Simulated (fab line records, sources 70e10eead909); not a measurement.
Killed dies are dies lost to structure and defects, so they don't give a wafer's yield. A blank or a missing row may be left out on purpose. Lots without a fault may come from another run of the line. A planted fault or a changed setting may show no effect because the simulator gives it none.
A struck lot beside a sound one | flow nand_harc | 16 steps out of a route of 1302
Sound: wafers L352.1, L352.3, L352.4. Struck: wafer L365.5. (L365.2 of the same lot was not struck and is left out.) The cause comes at the end.
At each step with rows: each side's tool, then ch and its chambers, then its first start. Under that, the readings that differ: sound wafers | struck wafers | difference of the means | sigmas: that difference in standard deviations of wafers without a fault.
alike: readings whose means differ by less than 2 such deviations, and words and numbers that are the same on both sides. not compared: withheld readings, readings that some wafer has no value for, bounds like >300 that may hide the same value, and numbers for which the record gives no deviation and whose values overlap.
The two part at a step that has a row with sigmas, a row that says differs or no value, or rows on one side only. Numbers that don't overlap but have no deviation are shown without sigmas and don't part them. A reading that every wafer of one side lacks parts them only if that side has two wafers or more.

NHARC_A_DECK1_JOINT_INSPECT_05:
  sound on defect_inspect-01, day 14 15:21; struck on defect_inspect-02, day 19 11:31
  reading          | sound       | struck | difference | sigmas
  raw_defect_count | 334 280 336 | 698    | +381       | +3
then, 1 step without rows for these wafers: NHARC_A_ONON_D2_DEP_00 (target thk 1000 nm).
NHARC_A_ONON_D2_THK_MEAS_02: measures by ellipsometry.
  sound on film_metro-01, day 14 15:56; struck on film_metro-02, day 19 12:05
  alike: thk_nm
then, 1 step without rows for these wafers: NHARC_A_ONON_D2_DEP_03 (target thk 1000 nm).
NHARC_A_ONON_D2_THK_MEAS_05: measures by ellipsometry.
  sound on film_metro-02, day 14 16:29; struck on film_metro-01, day 19 12:39
  alike: thk_nm
then, 1 step without rows for these wafers: NHARC_A_ONON_D2_DEP_06 (target thk 1000 nm).
NHARC_A_ONON_D2_THK_MEAS_08: measures by ellipsometry.
  sound on film_metro-02, day 14 17:04; struck on film_metro-01, day 19 13:13
  alike: thk_nm
then, 1 step without rows for these wafers: NHARC_A_ONON_D2_DEP_09 (target thk 1000 nm).
NHARC_A_ONON_D2_THK_MEAS_11: measures by ellipsometry.
  sound on film_metro-01, day 14 17:37; struck on film_metro-02, day 19 13:47
  reading     | sound       | struck | difference | sigmas
  thk_nm (nm) | 977 977 978 | 1012   | +35        | +3
then, 1 step without rows for these wafers: NHARC_A_ONON_D2_DEP_12 (target thk 1000 nm).
NHARC_A_ONON_D2_THK_MEAS_14: measures by ellipsometry.
  sound on film_metro-02, day 14 18:11; struck on film_metro-02, day 19 14:21
  alike: thk_nm
then, 1 step without rows for these wafers: NHARC_A_ONON_D2_ANNEAL_15 (time 3600 s).
NHARC_A_ONON_D2_DEP_16: target thk 1000 nm.
  sound on pecvd_onon-01 ch 0, day 15 01:01; struck on pecvd_onon-03 ch 0, day 19 21:37
NHARC_A_ONON_D2_THK_MEAS_18: measures by ellipsometry.
  sound on film_metro-01, day 15 01:32; struck on film_metro-02, day 19 22:04
  reading     | sound       | struck | difference | sigmas
  thk_nm (nm) | 994 994 992 | 1134   | +141       | +15
then, 1 step without rows for these wafers: NHARC_A_ONON_D2_DEP_19 (target thk 1000 nm).
-- the record jumps here: 12 days lie between the struck wafers' starts before and after (it left off in module A_ONON_D2 and takes up again in module END, whose first step shown is number 1302 of the route) --
NHARC_END_SORT_01:
  the record has rows for the struck wafers here (prober-01 ch 0, day 31 11:34) and none for the sound ones

WHERE THEY PART
First at NHARC_A_DECK1_JOINT_INSPECT_05; last, within this record, at NHARC_END_SORT_01.

WHY: what the simulator had put in
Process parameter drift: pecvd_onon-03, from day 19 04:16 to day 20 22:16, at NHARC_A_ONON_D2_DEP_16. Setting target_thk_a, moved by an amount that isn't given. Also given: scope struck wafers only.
